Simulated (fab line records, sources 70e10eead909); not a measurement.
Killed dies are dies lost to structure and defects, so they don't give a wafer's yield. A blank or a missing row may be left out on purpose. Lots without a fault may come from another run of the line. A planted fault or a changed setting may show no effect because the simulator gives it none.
fab line records | flow nand_harc
record lots=6 wafers=18 last_day=25
route steps=1159 shown A_SOURCE_PLATE@414 A_ONON_D1@424 END@1159
lots that met no fault: from a run of the same line without faults
start_h: hours from the record's first day to the start of the lot's first wafer shown | wait_h: hours since the lot's step before | " the same as in the row above | L1.1+2: a row that stands for several wafers | - no value, or no start given | * or withheld: withheld | < > ~ a bound
route shown NAME@n: a module of which the file shows steps, and the number in the route of the first | usual: mean/standard deviation of fault-free wafers | same: alike in all rows | chamber/n: place in a boat | sites: the reading at each site | _std_site: their standard deviation | _edge_site: outer sites' mean less inner sites' | radius_mm: how far each site lies from the wafer's centre | mask NAME#n: copy n | behind: the tool/chamber that last shaped the wafer | hold: why the lot was held/for how many hours/how that ended | device: the transistor (n, p or np) that didn't switch | end of line: the same wafers' tests at the end of the route | a step without rows: its recipe alone | killed: dies lost to structure and defects at the first sort, not the wafer's yield | map: a wafer's dies, x killed, . not, _ none there
set.NAME: the setting as run; set.NAME@STEP: as run at that earlier step | model.NAME: the simulator's own value behind a step, which no gauge read
lots at some steps of the route; a table a step, a row a wafer
services: from which hour (start_h, from the record's first day; less than 0 if before it) a tool's chamber was out of use, for how many hours, and why
## steps
# step NHARC_A_SOURCE_PLATE_SRD_01
# step NHARC_A_SOURCE_PLATE_OXIDE_02
# recipe target_thk_a=100 temp_c=900 ox_time_s=1362 material=SiO2
# step NHARC_A_SOURCE_PLATE_THK_MEAS_09
# recipe thk_meas_gauge=ellipsometry
# usual thk_nm=9.9/0.93
# columns lot.wafer tool chamber start_h wait_h thk_nm
L627.4 film_metro-01 - 151.41 0.4 9.5
L627.5 " - " " 9.3
L627.6 " - " " 10.1
L628.1 film_metro-02 - 165.49 0.4 9.0
L628.4 " - " " 9.8
L628.5 " - " " 9.9
L640.3 film_metro-02 - 226.01 0.4 8.9
L640.5 " - " " 9.6
L640.6 " - " " 9.9
L642.1 film_metro-01 - 245.70 0.4 11.0
L642.2 " - " " 10.3
L642.3 " - " " 10.3
L649.2 film_metro-02 - 275.66 0.4 9.0
L649.3 " - " " 10.5
L649.6 " - " " 11.2
L647.1 film_metro-01 - 275.66 0.4 8.2
L647.2 " - " " 10.3
L647.5 " - " " 10.4
# step NHARC_A_SOURCE_PLATE_PVD_04
# recipe target_thk_a=500 material=WSi2
# step NHARC_A_SOURCE_PLATE_CVD_03
# recipe target_thk_a=2000 temp_c=620 pressure_mtorr=200 time_s=4000 material=poly-Si
# step NHARC_A_SOURCE_PLATE_ANNEAL_05
# recipe temp_c=850 time_s=1800
# step NHARC_A_SOURCE_PLATE_THK_MEAS_06
# recipe thk_meas_gauge=ellipsometry
# usual thk_nm=200.4/2.2
# columns lot.wafer tool chamber start_h wait_h thk_nm
L627.4 film_metro-02 - 164.47 0.4 198.4
L627.5 " - " " 199.4
L627.6 " - " " 202.1
L628.1 film_metro-02 - 178.73 0.4 199.4
L628.4 " - " " 198.0
L628.5 " - " " 198.5
L640.3 film_metro-01 - 240.43 0.4 196.0
L640.5 " - " " 200.3
L640.6 " - " " 198.6
L642.1 film_metro-02 - 262.75 0.4 199.4
L642.2 " - " " 201.9
L642.3 " - " " 199.3
L647.1 film_metro-02 - 288.85 0.4 199.9
L647.2 " - " " 202.1
L647.5 " - " " 199.1
L649.2 film_metro-02 - 288.86 0.4 202.7
L649.3 " - " " 198.6
L649.6 " - " " 198.7
# step NHARC_A_SOURCE_PLATE_INSPECT_08
# usual raw_defect_count=68/27
# columns lot.wafer tool chamber start_h wait_h raw_defect_count
L627.4 defect_inspect-01 - 164.55 0.0 49
L627.5 " - " " 46
L627.6 " - " " 93
L628.1 defect_inspect-01 - 178.80 0.0 48
L628.4 " - " " 52
L628.5 " - " " 54
L640.3 defect_inspect-02 - 240.49 0.0 24
L640.5 " - " " 54
L640.6 " - " " 43
L642.1 defect_inspect-02 - 262.81 0.0 74
L642.2 " - " " 110
L642.3 " - " " 106
L647.1 defect_inspect-02 - 288.93 0.0 35
L647.2 " - " " 22
L647.5 " - " " 42
L649.2 defect_inspect-02 - 288.94 0.0 78
L649.3 " - " " 109
L649.6 " - " " 84
# step NHARC_A_ONON_D1_DEP_00
# recipe target_thk_a=10000 n2_flow_sccm=2750 n2o_flow_sccm=2000 nh3_flow_sccm=500 sih4_flow_sccm=210 temp_c=400
# step NHARC_A_ONON_D1_THK_MEAS_02
# recipe thk_meas_gauge=ellipsometry
# usual thk_nm=1001/10
# columns lot.wafer tool chamber start_h wait_h thk_nm
L627.4 film_metro-02 - 165.13 - 991
L627.5 " - " " 992
L627.6 " - " " 990
L628.1 film_metro-02 - 179.38 - 1002
L628.4 " - " " 1000
L628.5 " - " " 1001
L640.3 film_metro-02 - 241.07 - 996
L640.5 " - " " 996
L640.6 " - " " 996
L642.1 film_metro-02 - 263.39 - 1000
L642.2 " - " " 999
L642.3 " - " " 1002
L647.1 film_metro-02 - 289.51 - 994
L647.2 " - " " 994
L647.5 " - " " 992
L649.2 film_metro-01 - 289.62 - 1015
L649.3 " - " " 1017
L649.6 " - " " 1018
# step NHARC_A_ONON_D1_DEP_03
# recipe target_thk_a=10000 n2_flow_sccm=2750 n2o_flow_sccm=2000 nh3_flow_sccm=500 sih4_flow_sccm=210 temp_c=400
# usual sih4_flow_sccm=210.0/0.63
# columns lot.wafer tool chamber start_h wait_h sih4_flow_sccm
L627.4 pecvd_onon-04 0 165.37 0.2 209.6
L627.5 " 0 " " 209.3
L627.6 " 0 " " 209.6
L628.1 pecvd_onon-01 0 179.44 0.1 209.4
L628.4 " 0 " " 209.9
L628.5 " 0 " " 211.1
L640.3 pecvd_onon-01 0 241.38 0.3 210.5
L640.5 " 0 " " 210.2
L640.6 " 0 " " 210.9
L642.1 pecvd_onon-01 0 263.44 0.1 209.0
L642.2 " 0 " " 209.2
L642.3 " 0 " " 208.8
L647.1 pecvd_onon-04 0 289.57 0.1 209.1
L647.2 " 0 " " 209.2
L647.5 " 0 " " 209.3
L649.2 pecvd_onon-02 0 289.76 0.1 210.1
L649.3 " 0 " " 210.8
L649.6 " 0 " " 210.9
# step NHARC_A_ONON_D1_THK_MEAS_05
# recipe thk_meas_gauge=ellipsometry
# usual thk_nm=999/10
# columns lot.wafer tool chamber start_h wait_h thk_nm
L627.4 film_metro-01 - 165.71 - 1010
L627.5 " - " " 1009
L627.6 " - " " 1011
L628.1 film_metro-02 - 179.95 - 994
L628.4 " - " " 990
L628.5 " - " " 992
L640.3 film_metro-02 - 241.78 - 643
L640.5 " - " " 641
L640.6 " - " " 642
L642.1 film_metro-02 - 263.96 - 618
L642.2 " - " " 619
L642.3 " - " " 619
L647.1 film_metro-01 - 290.08 - 983
L647.2 " - " " 986
L647.5 " - " " 984
L649.2 film_metro-01 - 290.21 - 977
L649.3 " - " " 977
L649.6 " - " " 975
# step NHARC_A_ONON_D1_DEP_06
# recipe target_thk_a=10000 n2_flow_sccm=2750 n2o_flow_sccm=2000 nh3_flow_sccm=500 sih4_flow_sccm=210 temp_c=400
# step NHARC_END_SORT_01
# recipe temp_c=25
# usual killed_at_array=28/11 killed_at_other=0.5/0.87 killed_at_periphery=2.9/2.2 killed_dies=32/11 killed_open=3.2/1.9 killed_short=1.8/1.4
# same gross_dies=677
# columns lot.wafer tool chamber start_h wait_h killed_at_array killed_at_other killed_at_periphery killed_dies killed_open killed_short
L640.3 prober-02 0 517.71 3.1 675 0 2 677 5 2
L640.5 prober-02 0 519.31 3.7 672 2 3 677 6 1
L640.6 prober-02 0 520.11 4.0 673 0 4 677 4 3
L642.1 prober-02 0 543.00 2.5 676 0 1 677 2 1
L642.2 prober-02 0 543.81 2.8 674 1 2 677 3 1
L642.3 prober-02 0 544.63 3.1 672 1 4 677 2 2
# killed by level:class
L640.3 A_ONON_D1:area_dep=660 A_CHANNEL_HOLE_D1:chamber_film_flake=4 A_CONTACT:chamber_film_flake=3 A_ONON_D1:geometric_particle:open=2 A_CONTACT:geometric_particle:open=2 A_STAIRCASE:chamber_film_flake=2 P_M0:geometric_particle:open=1 A_ONON_D1:geometric_particle:short=1
L640.5 A_ONON_D1:area_dep=664 A_CHANNEL_HOLE_D1:chamber_film_flake=3 A_STAIRCASE:chamber_film_flake=2 P_GATE:geometric_particle:open=1 P_CONTACT:geometric_particle:open=1 A_ONON_D1:geometric_particle:open=1 A_CHANNEL_FILL_D1:geometric_particle:open=1 A_SGD_CUT:geometric_particle:open=1
L640.6 A_ONON_D1:area_dep=661 A_CHANNEL_HOLE_D1:chamber_film_flake=5 A_CONTACT:geometric_particle:open=2 P_GATE:chamber_film_flake=2 A_CONTACT:chamber_film_flake=2 P_GATE:geometric_particle:open=1 P_M1:geometric_particle:open=1 A_ONON_D1:geometric_particle:short=1
L642.1 A_ONON_D1:area_dep=631 A_SLIT:chamber_film_flake=19 A_CHANNEL_HOLE_D1:chamber_film_flake=17 A_STAIRCASE:chamber_film_flake=7 A_CONTACT:geometric_particle:open=2 P_M2:geometric_particle:short=1
L642.2 A_ONON_D1:area_dep=624 A_CHANNEL_HOLE_D1:chamber_film_flake=20 A_SLIT:chamber_film_flake=20 A_STAIRCASE:chamber_film_flake=3 A_CONTACT:chamber_film_flake=3 A_SGD_CUT:geometric_particle:open=2 P_CONTACT:geometric_particle:open=1 A_WL_FILL:geometric_particle:short=1
L642.3 A_ONON_D1:area_dep=639 A_CHANNEL_HOLE_D1:chamber_film_flake=16 A_SLIT:chamber_film_flake=11 P_GATE:chamber_film_flake=2 A_CONTACT:chamber_film_flake=2 P_CONTACT:geometric_particle:open=1 P_CONTACT:geometric_particle:short=1 A_WL_FILL:geometric_particle:short=1
# map L640.3 (x killed, . not)
____________x____________
_________xxxxxxx_________
_______xxxxxxxxxxx_______
______xxxxxxxxxxxxx______
_____xxxxxxxxxxxxxxx_____
____xxxxxxxxxxxxxxxxx____
____xxxxxxxxxxxxxxxxx____
___xxxxxxxxxxxxxxxxxxx___
___xxxxxxxxxxxxxxxxxxx___
__xxxxxxxxxxxxxxxxxxxxx__
__xxxxxxxxxxxxxxxxxxxxx__
_xxxxxxxxxxxxxxxxxxxxxxx_
_xxxxxxxxxxxxxxxxxxxxxxx_
_xxxxxxxxxxxxxxxxxxxxxxx_
_xxxxxxxxxxxxxxxxxxxxxxx_
_xxxxxxxxxxxxxxxxxxxxxxx_
xxxxxxxxxxxxxxxxxxxxxxxxx
xxxxxxxxxxxxxxxxxxxxxxxxx
xxxxxxxxxxxxxxxxxxxxxxxxx
xxxxxxxxxxxxxxxxxxxxxxxxx
xxxxxxxxxxxxxxxxxxxxxxxxx
_xxxxxxxxxxxxxxxxxxxxxxx_
_xxxxxxxxxxxxxxxxxxxxxxx_
_xxxxxxxxxxxxxxxxxxxxxxx_
_xxxxxxxxxxxxxxxxxxxxxxx_
_xxxxxxxxxxxxxxxxxxxxxxx_
__xxxxxxxxxxxxxxxxxxxxx__
__xxxxxxxxxxxxxxxxxxxxx__
___xxxxxxxxxxxxxxxxxxx___
___xxxxxxxxxxxxxxxxxxx___
____xxxxxxxxxxxxxxxxx____
____xxxxxxxxxxxxxxxxx____
_____xxxxxxxxxxxxxxx_____
______xxxxxxxxxxxxx______
_______xxxxxxxxxxx_______
_________xxxxxxx_________
____________x____________
# map L642.1 (x killed, . not)
____________x____________
_________xxxxxxx_________
_______xxxxxxxxxxx_______
______xxxxxxxxxxxxx______
_____xxxxxxxxxxxxxxx_____
____xxxxxxxxxxxxxxxxx____
____xxxxxxxxxxxxxxxxx____
___xxxxxxxxxxxxxxxxxxx___
___xxxxxxxxxxxxxxxxxxx___
__xxxxxxxxxxxxxxxxxxxxx__
__xxxxxxxxxxxxxxxxxxxxx__
_xxxxxxxxxxxxxxxxxxxxxxx_
_xxxxxxxxxxxxxxxxxxxxxxx_
_xxxxxxxxxxxxxxxxxxxxxxx_
_xxxxxxxxxxxxxxxxxxxxxxx_
_xxxxxxxxxxxxxxxxxxxxxxx_
xxxxxxxxxxxxxxxxxxxxxxxxx
xxxxxxxxxxxxxxxxxxxxxxxxx
xxxxxxxxxxxxxxxxxxxxxxxxx
xxxxxxxxxxxxxxxxxxxxxxxxx
xxxxxxxxxxxxxxxxxxxxxxxxx
_xxxxxxxxxxxxxxxxxxxxxxx_
_xxxxxxxxxxxxxxxxxxxxxxx_
_xxxxxxxxxxxxxxxxxxxxxxx_
_xxxxxxxxxxxxxxxxxxxxxxx_
_xxxxxxxxxxxxxxxxxxxxxxx_
__xxxxxxxxxxxxxxxxxxxxx__
__xxxxxxxxxxxxxxxxxxxxx__
___xxxxxxxxxxxxxxxxxxx___
___xxxxxxxxxxxxxxxxxxx___
____xxxxxxxxxxxxxxxxx____
____xxxxxxxxxxxxxxxxx____
_____xxxxxxxxxxxxxxx_____
______xxxxxxxxxxxxx______
_______xxxxxxxxxxx_______
_________xxxxxxx_________
____________x____________
## services
# columns tool chamber start_h hours kind
pecvd_onon-01 - 195.28 13.0 pm
pecvd_onon-04 - 237.00 13.0 pm
## key
first_sign step=NHARC_A_ONON_D1_THK_MEAS_05 reading=thk_nm direction=down sigmas=36 usual=999 struck=630
effect step=NHARC_END_SORT_01 reading=killed_at_array direction=up sigmas=59 usual=28 struck=674
more_kills_born_at NHARC_A_ONON_D1_DEP_03@pecvd_onon-01=3879
met_at NHARC_A_ONON_D1_DEP_03
struck_wafers L640.3,L640.5,L640.6,L642.1,L642.2,L642.3
later_rows_left_out L640.3,L640.5,L640.6,L642.1,L642.2,L642.3
tester_left_out L640,L642
onset_between 179.44 241.38
fault kind=process_parameter_drift tool=pecvd_onon-01 chamber=0 onset_h=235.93 steps=NHARC_A_ONON_D1_DEP_03 channel=target_thk_a offset=* shape=step end_h=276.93 acts_in=* stated=*
# tester_left_out: of these lots the tester's yield and bins aren't shown, on N5 and GAA mostly nor the transistor test; their killed dies are dies lost to structure and defects alone, not to doping, threshold or leakage, so they don't give the yield
# later_rows_left_out: the simulator's readings of these wafers behind a module that went badly wrong aren't trusted and aren't shown, but for the sort
